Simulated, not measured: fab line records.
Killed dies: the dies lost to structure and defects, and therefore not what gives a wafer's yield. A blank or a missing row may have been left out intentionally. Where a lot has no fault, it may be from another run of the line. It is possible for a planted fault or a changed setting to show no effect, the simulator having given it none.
What tool caused it? | flow nand harc | 13 lots, 38 wafers sampled, at 2 steps of a route of 1159

== WHAT THE GAUGES READ, wafer by wafer ==
NHARC_A_SLIT_CD_MEAS_09: target cd 300 nm. Usual: cd nm 299.9 nm, standard deviation 0.45.
lot  | measured     | on        | cd nm (nm)        | flag
L609 | day 14 07:02 | cd sem-01 | 300.0 300.7 300.3 |
L608 | day 14 06:52 | cd sem-02 | 299.8 299.6 299.3 |
L610 | day 14 19:49 | cd sem-01 | 299.9 299.9 299.9 |
L611 | day 14 20:25 | cd sem-01 | 299.8 299.7 300.3 |
L613 | day 16 02:03 | cd sem-03 | 300.4 300.0 299.9 |
L614 | day 16 00:41 | cd sem-02 | 300.6 301.0 301.0 |
L615 | day 16 14:23 | cd sem-01 | 299.5 299.8       |
L618 | day 17 03:58 | cd sem-02 | 299.5 299.7 299.9 |
L628 | day 19 12:53 | cd sem-01 | 300.0 299.9 299.3 |
L629 | day 19 14:05 | cd sem-02 | 300.0 299.7 299.9 |
L626 | day 19 14:56 | cd sem-01 | 300.0 300.1 299.9 |
L630 | day 19 21:50 | cd sem-02 | 299.7 300.3 300.3 |
L631 | day 20 07:27 | cd sem-01 | 300.4 300.1 299.8 |

== EACH LOT AND THE TOOL THAT RAN IT (in order: tool; ch and the chambers of the sampled wafers; start) ==
lot  | NHARC_A_SGD_CUT_STRIP_28
L609 | rie diel-09 ch 0,2,3, day 14 07:02 or earlier
L608 | rie diel-08 ch 2,3, day 14 03:41
L610 | rie diel-09 ch 1,2,3, day 14 19:49 or earlier
L611 | rie diel-11 ch 2,3, day 14 16:25
L613 | rie diel-11 ch 2,3, day 16 02:03 or earlier
L614 | rie diel-09 ch 0,2,3, day 16 00:41 or earlier
L615 | rie diel-09 ch 1,3, day 16 14:23 or earlier
L618 | rie diel-09 ch 0,1,2, day 17 03:58 or earlier
L628 | rie diel-11 ch 1,2, day 19 12:53 or earlier
L629 | rie diel-08 ch 0,1, day 19 14:05 or earlier
L626 | rie diel-09 ch 1,3, day 19 14:56 or earlier
L630 | rie diel-11 ch 1,2, day 19 17:21
L631 | rie diel-09 ch 1,2,3, day 20 07:27 or earlier
- NHARC_A_SGD_CUT_STRIP_28: strips in O2, time 20 s.

== WHAT THE TOOLS THEMSELVES READ (means of the sampled wafers that have a number; where no wafer has one, the mark that the record gives instead) ==
NHARC_A_SGD_CUT_STRIP_28. Usual: drypump motor current A 5.5 A, standard deviation 0.36; mfc ar sccm 0.011 sccm, standard deviation 0.014; oes product au 0.999 a.u., standard deviation 0.0075; rf vpp V 57.9 V, standard deviation 0.9; showerhead plenum p Torr 3.53 Torr, standard deviation 0.14; throttle valve pct 17.036 %, standard deviation 0.0093.
lot  | tool        | drypump motor current A (A) | mfc ar sccm (sccm) | oes product au (a.u.) | rf vpp V (V) | showerhead plenum p Torr (Torr) | throttle valve pct (%) | flag
L609 | rie diel-09 | 5.7                         | 0.007              | 0.999                 | 57.0         | 3.54                            | 17.040                 |
L608 | rie diel-08 | 5.4                         | 0.012              | 1.004                 | 58.8         | 3.56                            | 17.030                 |
L610 | rie diel-09 | 5.6                         | 0.012              | 0.990                 | 57.8         | 3.49                            | 17.037                 |
L611 | rie diel-11 | 5.6                         | 0.011              | 0.994                 | 58.0         | 3.65                            | 17.031                 |
L613 | rie diel-11 | 5.9                         | 0.006              | 0.991                 | 58.2         | 3.61                            | 17.032                 |
L614 | rie diel-09 | 5.7                         | 0.007              | 0.991                 | 57.9         | 3.54                            | 17.037                 |
L615 | rie diel-09 | 5.4                         | 0.018              | 0.993                 | 58.1         | 3.51                            | 17.036                 |
L618 | rie diel-09 | 5.6                         | 0.019              | 1.006                 | 57.2         | 3.55                            | 17.033                 |
L628 | rie diel-11 | 5.6                         | 0.000              | 1.008                 | 58.5         | 3.63                            | 17.038                 |
L629 | rie diel-08 | 5.5                         | 0.000              | 1.000                 | 57.3         | 3.31                            | 17.031                 |
L626 | rie diel-09 | 5.3                         | 0.023              | 1.002                 | 57.8         | 3.52                            | 17.041                 |
L630 | rie diel-11 | 5.6                         | 0.000              | 1.005                 | 58.4         | 3.63                            | 17.041                 |
L631 | rie diel-09 | 5.5                         | 0.012              | 1.000                 | 57.2         | 3.48                            | 17.035                 |

== THE ANSWER, worked out from the rows above alone ==
Rule: take the mean of a lot's wafers that have a number; if it is more than 3 standard deviations from the usual mean, the lot is off. Also off: a lot with no number at a reading for which 4 or more lots have one. Any other lot the step has rows for is counted as sound. Order of review: gauges by route order, followed by the tools' own readings, for which a lot's mean as printed above is used. The first step at which some lot is off is used, and at that step the reading that is off furthest; a lot without a number counts as furthest.
Nothing can be told from this: no lot is off at any reading shown.

== WHAT THE SIMULATOR PUT IN ==
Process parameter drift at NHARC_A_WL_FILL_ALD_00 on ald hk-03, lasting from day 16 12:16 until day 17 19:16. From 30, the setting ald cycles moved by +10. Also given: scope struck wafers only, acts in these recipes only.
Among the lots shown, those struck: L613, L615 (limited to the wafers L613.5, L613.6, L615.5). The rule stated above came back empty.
